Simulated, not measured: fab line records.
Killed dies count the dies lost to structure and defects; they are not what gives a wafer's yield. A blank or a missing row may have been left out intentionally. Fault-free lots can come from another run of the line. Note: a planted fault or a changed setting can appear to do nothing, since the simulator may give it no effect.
fab line records | flow nandHarc
[record] lots = 5 | wafers = 15 | lastDay = 24
route steps=1159 shown A_BLC@967
lots untouched by any fault: they come from a run of this same line in which no faults occurred
startH: hours from the record's first day to the start of the lot's first wafer shown | waitH: hours since the lot's step before | " repeats the value in the row above | L1.1+2: several wafers, shown together as one row | - no value present, or no start provided | * or withheld: withheld | < > ~ a bound
route shown NAME@n: NAME is a module with steps in the file, n the number in the route of the first one | usual: the fault-free wafers' mean and standard deviation | same: alike in all rows | chamber/n: place in a boat | sites: each site's reading | _std_site: standard deviation of those values | _edge_site: mean of outer sites minus mean of inner sites | radiusMm: how far each site lies from the wafer's centre | mask NAME#n: copy n | behind: the most recent tool/chamber to have shaped the wafer | hold: what put the lot on hold/how long, in hours/how the hold closed | device: the transistor (n, p or np) that didn't switch | end of line: at the end of the route, the tests of the same wafers | for a step that has no rows: nothing shown but its recipe | killed: dies lost to structure and defects at the first sort, not the wafer's yield | map: the dies of a wafer, with x for killed, . for not killed, _ for no die there
set.NAME: the setting the step ran with; set.NAME@STEP: the setting that earlier step ran with | model.NAME: the simulator's own value behind a step, which no gauge read
lots at selected steps of the route; one table per step, one row per wafer
services: when a tool's chamber went out of use (startH, in hours from the record's first day, below 0 if earlier), for how many hours, and the reason
[[steps]]
[step NHARC_A_BLC_COAT_03]
[recipe] tempC = 225 | timeS = 65
[step NHARC_A_BLC_COAT_04]
[recipe] spinRpm = 1500 | resistThkNm = 90
[step NHARC_A_BLC_SOFTBAKE_05]
[recipe] tempC = 105 | timeS = 55
[step NHARC_A_BLC_EBR_06]
[step NHARC_A_BLC_EXPOSE_07]
[recipe] na = 1.35 | targetCdNm = 100 | doseMj = 67.97 | maskId = A_BLC
[step NHARC_A_BLC_PEB_08]
[recipe] pebTempC = 100 | pebTimeS = 65
[step NHARC_A_BLC_DEVELOP_09]
[recipe] developTimeS = 35 | devTempC = 23
[step NHARC_A_BLC_CD_MEAS_10]
[recipe] targetCdNm = 100 | landingEnergyEv = 500
[usual] cdNm = 100.2/0.59
lot.wafer | tool     | chamber | startH | waitH | cdNm
L471.3    | cdSem-02 | 0       | 397.93 | -     | 100.1
L471.4    | "        | 0       | "      | "     | 99.3
L471.5    | "        | 0       | "      | "     | 99.5
L473.1    | cdSem-03 | 0       | 410.19 | -     | 100.6
L473.4    | "        | 0       | "      | "     | 100.8
L473.6    | "        | 0       | "      | "     | 100.8
L481.1    | cdSem-03 | 0       | 449.68 | -     | 99.5
L481.3    | "        | 0       | "      | "     | 100.2
L481.6    | "        | 0       | "      | "     | 100.2
L492.1    | cdSem-03 | 0       | 523.27 | -     | 101.2
L492.3    | "        | 0       | "      | "     | 100.9
L492.4    | "        | 0       | "      | "     | 100.2
L493.2    | cdSem-02 | 0       | 534.49 | -     | 101.0
L493.4    | "        | 0       | "      | "     | 100.6
L493.6    | "        | 0       | "      | "     | 100.6
[step NHARC_A_BLC_OVL_MEAS_11]
[usual] overlayXNm = 0.0/0.79 | overlayYNm = -0.1/0.68
lot.wafer | tool       | chamber | startH | waitH | overlayXNm | overlayYNm
L471.3    | overlay-02 | -       | 398.01 | -     | -0.4       | -0.1
L471.4    | "          | -       | "      | "     | -0.8       | 0.3
L471.5    | "          | -       | "      | "     | -0.3       | -0.1
L473.1    | overlay-01 | -       | 410.28 | -     | 0.6        | -0.5
L473.4    | "          | -       | "      | "     | 0.0        | 0.0
L473.6    | "          | -       | "      | "     | 0.5        | -0.4
L481.1    | overlay-02 | -       | 449.77 | -     | -0.6       | -0.2
L481.3    | "          | -       | "      | "     | -1.0       | -0.1
L481.6    | "          | -       | "      | "     | -0.8       | -0.5
L492.1    | overlay-01 | -       | 523.36 | -     | 1.2        | -0.2
L492.3    | "          | -       | "      | "     | 1.2        | -0.3
L492.4    | "          | -       | "      | "     | 1.8        | -0.1
L493.2    | overlay-02 | -       | 534.57 | -     | 0.6        | 0.1
L493.4    | "          | -       | "      | "     | 0.5        | 0.5
L493.6    | "          | -       | "      | "     | 1.0        | 0.6
[step NHARC_A_BLC_INSPECT_12]
[usual] rawDefectCount = 30/14
lot.wafer | tool             | chamber | startH | waitH | rawDefectCount
L471.3    | defectInspect-01 | -       | 398.05 | 0.0   | 23
L471.4    | "                | -       | "      | "     | 22
L471.5    | "                | -       | "      | "     | 21
L473.1    | defectInspect-02 | -       | 410.31 | 0.0   | 11
L473.4    | "                | -       | "      | "     | 9
L473.6    | "                | -       | "      | "     | 8
L481.1    | defectInspect-01 | -       | 449.81 | 0.0   | 31
L481.3    | "                | -       | "      | "     | 38
L481.6    | "                | -       | "      | "     | 34
L492.1    | defectInspect-01 | -       | 523.39 | 0.0   | 29
L492.3    | "                | -       | "      | "     | 43
L492.4    | "                | -       | "      | "     | 29
L493.2    | defectInspect-01 | -       | 534.61 | 0.0   | 25
L493.4    | "                | -       | "      | "     | 14
L493.6    | "                | -       | "      | "     | 25
[step NHARC_A_BLC_DESCUM_15]
[recipe] timeS = 3 | o2FlowSccm = 200 | arFlowSccm = 0 | biasPowerW = 0 | chemistry = O2
[usual] chamberPressureMTorr = 60.00/0.057 | drypumpMotorCurrentA = 5.7/0.32 | oesProductAu = 1.000/0.0097 | rfVppV = 57.6/0.88 | showerheadPlenumPTorr = 1.89/0.078 | throttleValvePct = 11.310/0.0094
lot.wafer | tool       | chamber | startH | waitH | chamberPressureMTorr | drypumpMotorCurrentA | oesProductAu | rfHoursCounterH | rfVppV | showerheadPlenumPTorr | throttleValvePct
L471.3    | rieDiel-08 | 0       | 398.13 | 0.1   | 59.99                | 5.7                  | 0.998        | 8               | 57.0   | 1.88                  | 11.322
L471.4    | "          | 3       | "      | "     | 59.97                | 6.2                  | 0.994        | -               | 57.8   | 1.87                  | 11.313
L471.5    | "          | 0       | "      | "     | 60.10                | 5.7                  | 1.000        | -               | 57.2   | 1.88                  | 11.328
L473.1    | rieDiel-08 | 3       | 410.38 | 0.1   | 59.88                | 6.2                  | 0.997        | 10              | 58.9   | 1.87                  | 11.319
L473.4    | "          | 1       | "      | "     | 60.00                | 5.8                  | 0.991        | 9               | 58.1   | 2.04                  | 11.300
L473.6    | "          | 3       | "      | "     | 60.09                | 6.2                  | 0.997        | -               | 57.9   | 1.87                  | 11.304
L481.1    | rieDiel-08 | 0       | 449.87 | 0.1   | 60.05                | 5.7                  | 1.002        | 13              | 57.4   | 1.88                  | 11.310
L481.3    | "          | 1       | "      | "     | 59.99                | 5.8                  | 0.999        | 13              | 59.5   | 2.04                  | 11.307
L481.6    | "          | 0       | "      | "     | 60.06                | 5.7                  | 0.992        | -               | 56.7   | 1.88                  | 11.316
L492.1    | rieDiel-08 | 2       | 523.46 | 0.1   | 60.13                | 5.1                  | 1.006        | 3               | 58.2   | 1.98                  | 11.314
L492.4    | "          | 3       | "      | "     | 60.03                | 6.3                  | 0.984        | 3               | 58.2   | 1.87                  | 11.303
L492.3    | "          | 0       | "      | "     | 60.01                | 5.7                  | 0.998        | 3               | 57.7   | 1.88                  | 11.297
L493.2    | rieDiel-11 | 1       | 534.68 | 0.1   | 60.00                | 6.1                  | 0.991        | 19              | 57.6   | 1.86                  | 11.301
L493.4    | "          | 2       | "      | "     | 60.03                | 5.6                  | 0.991        | 21              | 57.9   | 1.89                  | 11.297
L493.6    | "          | 1       | "      | "     | 59.92                | 6.1                  | 0.993        | -               | 58.3   | 1.86                  | 11.291
[step NHARC_A_BLC_ETCH_16]
[recipe] targetDepthA = 390 | overEtchFrac = 0.3 | timeS = 65 | ionEnergyEv = 80 | cf4FlowSccm = 150 | arFlowSccm = 0 | rfW = 300 | biasW = 100 | chemistry = CF4
[usual] chamberPressureMTorr = 50.00/0.047 | drypumpMotorCurrentA = 5.7/0.32 | oesProductAu = 0.999/0.01 | rfVppV = 151.1/1.2 | runLengthS = 86.5/0.62 | showerheadPlenumPTorr = 1.75/0.067 | throttleValvePct = 13.284/0.0089
lot.wafer | tool       | chamber | startH | waitH | chamberPressureMTorr | drypumpMotorCurrentA | oesProductAu | rfHoursCounterH | rfVppV | runLengthS | showerheadPlenumPTorr | throttleValvePct
L471.3    | rieDiel-08 | 1       | 398.22 | 0.1   | 49.93                | 5.8                  | 1.006        | 9               | 152.0  | 87.0       | 1.88                  | 13.275
L471.5    | "          | 0       | "      | "     | 49.98                | 5.7                  | 1.000        | -               | 149.8  | 87.2       | 1.74                  | 13.290
L471.4    | "          | 3       | "      | "     | 50.04                | 6.3                  | 0.992        | -               | 151.8  | 86.8       | 1.73                  | 13.293
L473.1    | rieDiel-08 | 1       | 410.47 | 0.1   | 50.08                | 5.7                  | 0.994        | 9               | 151.7  | 86.5       | 1.88                  | 13.277
L473.4    | "          | 2       | "      | "     | 49.98                | 5.2                  | 1.004        | 8               | 153.1  | 86.3       | 1.82                  | 13.285
L473.6    | "          | 0       | "      | "     | 50.03                | 5.7                  | 1.000        | -               | 150.5  | 86.9       | 1.74                  | 13.294
L481.3    | rieDiel-08 | 1       | 449.96 | 0.1   | 50.00                | 5.8                  | 0.990        | 13              | 152.6  | 86.6       | 1.87                  | 13.270
L481.1    | "          | 2       | "      | "     | 49.95                | 5.1                  | 1.005        | 11              | 152.2  | 85.8       | 1.82                  | 13.272
L481.6    | "          | 0       | "      | "     | 50.02                | 5.7                  | 0.997        | -               | 150.5  | 87.6       | 1.74                  | 13.272
L492.1    | rieDiel-08 | 0       | 523.54 | 0.1   | 50.04                | 5.7                  | 0.994        | 3               | 150.6  | 87.4       | 1.74                  | 13.271
L492.4    | "          | 1       | "      | "     | 50.04                | 5.8                  | 0.972        | 3               | 152.9  | 86.6       | 1.87                  | 13.279
L492.3    | "          | 2       | "      | "     | 50.04                | 5.1                  | 0.994        | 3               | 152.3  | 86.1       | 1.82                  | 13.282
L493.4    | rieDiel-11 | 3       | 534.76 | 0.1   | 50.03                | 5.7                  | 1.012        | 21              | 151.7  | 86.0       | 1.68                  | 13.286
L493.2    | "          | 1       | "      | "     | 49.95                | 6.1                  | 0.994        | 19              | 151.2  | 85.1       | 1.73                  | 13.276
L493.6    | "          | 2       | "      | "     | 50.06                | 5.6                  | 0.994        | -               | 151.9  | 86.2       | 1.75                  | 13.294
[step NHARC_A_BLC_ETCH_17]
[recipe] targetDepthA = 3900 | overEtchFrac = 0.25 | timeS = 609.38 | ionEnergyEv = 200 | n2FlowSccm = 150 | h2FlowSccm = 150 | arFlowSccm = 0 | rfW = 400 | biasW = 150 | chemistry = N2/H2
[usual] chamberPressureMTorr = 29.996/0.025 | drypumpMotorCurrentA = 5.7/0.33 | n2FlowSccm = 150.0/0.42 | oesProductAu = 1.000/0.0096 | rfVppV = 429.8/2.6 | runLengthS = 630.8/0.6 | showerheadPlenumPTorr = 2.02/0.086 | throttleValvePct = 14.172/0.0091
lot.wafer | tool       | chamber | startH | waitH | chamberPressureMTorr | drypumpMotorCurrentA | n2FlowSccm | oesProductAu | rfHoursCounterH | rfVppV | runLengthS | showerheadPlenumPTorr | throttleValvePct
L471.3    | rieDiel-08 | 0       | 398.39 | -     | 29.974               | 5.7                  | 151.1      | 0.997        | 8               | 430.6  | 631.6      | 2.00                  | 14.161
L471.5    | "          | 0       | "      | "     | 29.984               | 5.7                  | 150.6      | 1.003        | -               | 428.7  | 632.0      | 2.00                  | 14.168
L471.4    | "          | 1       | "      | "     | 29.989               | 5.8                  | 150.9      | 1.002        | -               | 434.8  | 630.9      | 2.18                  | 14.169
L473.1    | rieDiel-08 | 0       | 410.59 | -     | 29.997               | 5.7                  | 151.1      | 0.995        | 9               | 428.9  | 631.5      | 2.00                  | 14.169
L473.4    | "          | 1       | "      | "     | 30.000               | 5.8                  | 150.1      | 1.003        | 10              | 435.2  | 630.9      | 2.18                  | 14.184
L473.6    | "          | 3       | "      | "     | 30.041               | 6.2                  | 150.1      | 0.993        | -               | 429.6  | 630.5      | 1.99                  | 14.170
L481.3    | rieDiel-08 | 2       | 450.09 | -     | 30.002               | 5.2                  | 149.7      | 0.995        | 11              | 433.6  | 630.6      | 2.11                  | 14.170
L481.1    | "          | 0       | "      | "     | 29.959               | 5.7                  | 149.4      | 1.003        | 13              | 428.0  | 631.5      | 2.00                  | 14.163
L481.6    | "          | 1       | "      | "     | 29.990               | 5.8                  | 150.8      | 1.011        | -               | 435.2  | 631.1      | 2.18                  | 14.192
L492.3    | rieDiel-08 | 2       | 523.63 | -     | 30.040               | 5.2                  | 150.2      | 1.001        | 3               | 434.2  | 630.4      | 2.11                  | 14.183
L492.4    | "          | 0       | "      | "     | 29.985               | 5.7                  | 150.2      | 1.006        | 3               | 430.1  | 631.3      | 2.00                  | 14.169
L492.1    | "          | 1       | "      | "     | 29.942               | 5.8                  | 149.3      | 0.980        | 3               | 434.8  | 523.0      | 2.17                  | 14.156
L493.4    | rieDiel-11 | 2       | 534.94 | -     | 30.016               | 5.6                  | 150.1      | 0.996        | 21              | 430.8  | 630.4      | 2.02                  | 14.172
L493.2    | "          | 3       | "      | "     | 29.957               | 5.6                  | 149.9      | 1.022        | 21              | 428.3  | 630.6      | 1.92                  | 14.177
L493.6    | "          | 1       | "      | "     | 29.961               | 6.1                  | 150.5      | 0.993        | -               | 430.5  | 629.5      | 1.98                  | 14.174
[step NHARC_A_BLC_ETCH_18]
[recipe] targetDepthA = 9100 | c4f8FlowSccm = 20 | o2FlowSccm = 10 | arFlowSccm = withheld | rfW = 600 | biasW = 1500 | chemistry = C4F8/O2/Ar
[usual] chamberPressureMTorr = 25.001/0.021 | oesProductAu = 0.950/0.022 | rfVppV = 977/5.1
lot.wafer | tool       | chamber | startH | waitH | chamberPressureMTorr | oesProductAu | rfHoursCounterH | rfVppV
L471.3    | rieDiel-08 | 1       | -      | -     | 25.012               | 0.975        | 9               | 986
L471.4    | "          | 0       | "      | "     | 25.034               | 0.968        | -               | 976
L471.5    | "          | 1       | "      | "     | 24.974               | 0.964        | -               | 986
L473.1    | rieDiel-08 | 0       | -      | -     | 25.021               | 0.976        | 9               | 976
L473.4    | "          | 1       | "      | "     | 24.994               | 0.970        | 10              | 988
L473.6    | "          | 0       | "      | "     | 24.993               | 0.975        | -               | 977
L481.1    | rieDiel-08 | 3       | -      | -     | 24.982               | 0.974        | 14              | 976
L481.3    | "          | 0       | "      | "     | 24.958               | 0.963        | 13              | 977
L481.6    | "          | 3       | "      | "     | 24.981               | 0.971        | -               | 974
L492.3    | rieDiel-08 | 1       | -      | -     | 25.043               | 0.945        | 4               | 985
L492.4    | "          | 2       | "      | "     | 24.976               | 0.972        | 4               | 980
L492.1    | "          | 3       | "      | "     | 25.006               | 0.978        | 4               | 975
L493.4    | rieDiel-11 | 2       | -      | -     | 25.028               | 0.933        | 21              | 976
L493.2    | "          | 3       | "      | "     | 24.992               | 0.941        | 21              | 971
L493.6    | "          | 1       | "      | "     | 25.013               | 0.923        | -               | 975
[[services]]
tool       | chamber | startH | hours | kind
rieDiel-08 | 0       | 384.46 | -     | clean
rieDiel-08 | 1       | 384.46 | -     | clean
rieDiel-08 | 2       | 384.46 | -     | clean
rieDiel-08 | 3       | 384.46 | -     | clean
rieDiel-08 | 2       | 395.83 | 6.4   | repair
rieDiel-08 | 0       | 408.96 | -     | clean
rieDiel-08 | 1       | 408.96 | -     | clean
rieDiel-08 | 2       | 408.96 | -     | clean
rieDiel-08 | 3       | 408.96 | -     | clean
rieDiel-08 | 2       | 415.80 | 8.3   | repair
rieDiel-08 | 0       | 433.46 | -     | clean
rieDiel-08 | 1       | 433.46 | -     | clean
rieDiel-08 | 2       | 433.46 | -     | clean
rieDiel-08 | 3       | 433.46 | -     | clean
rieDiel-08 | 0       | 457.99 | -     | clean
rieDiel-08 | 1       | 457.99 | -     | clean
rieDiel-08 | 2       | 457.99 | -     | clean
rieDiel-08 | 3       | 457.99 | -     | clean
rieDiel-08 | -       | 478.81 | 9.0   | pm
rieDiel-08 | 0       | 478.81 | 9.0   | ventCycle
rieDiel-08 | 1       | 478.81 | 9.0   | ventCycle
rieDiel-08 | 2       | 478.81 | 9.0   | ventCycle
rieDiel-08 | 3       | 478.81 | 9.0   | ventCycle
rieDiel-11 | 3       | 515.69 | 4.0   | repair
[[key]]
[firstSign] step = NHARC_A_BLC_ETCH_17 | reading = runLengthS | direction = down | sigmas = 99+ | usual = * | struck = *
effect none on later readings
metAt NHARC_A_BLC_ETCH_17
struckWafers L492.1
sortLeftOut L492.1
testerLeftOut L492
onsetBetween 450.09 523.63
[fault] kind = processParameterDrift | tool = rieDiel-08 | chamber = 1 | onsetH = 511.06 | steps = NHARC_A_BLC_ETCH_17 | channel = timeS | offset = * | shape = step | endH = 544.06 | actsIn = * | stated = *
// testerLeftOut: of these lots the tester's yield and bins aren't shown, on N5 and GAA mostly nor the transistor test; their killed dies are dies lost to structure and defects alone, not to doping, threshold or leakage, so they don't give the yield
// sortLeftOut: the simulated sort isn't trusted on such a fault, so these wafers' sort isn't shown, and their yield isn't known
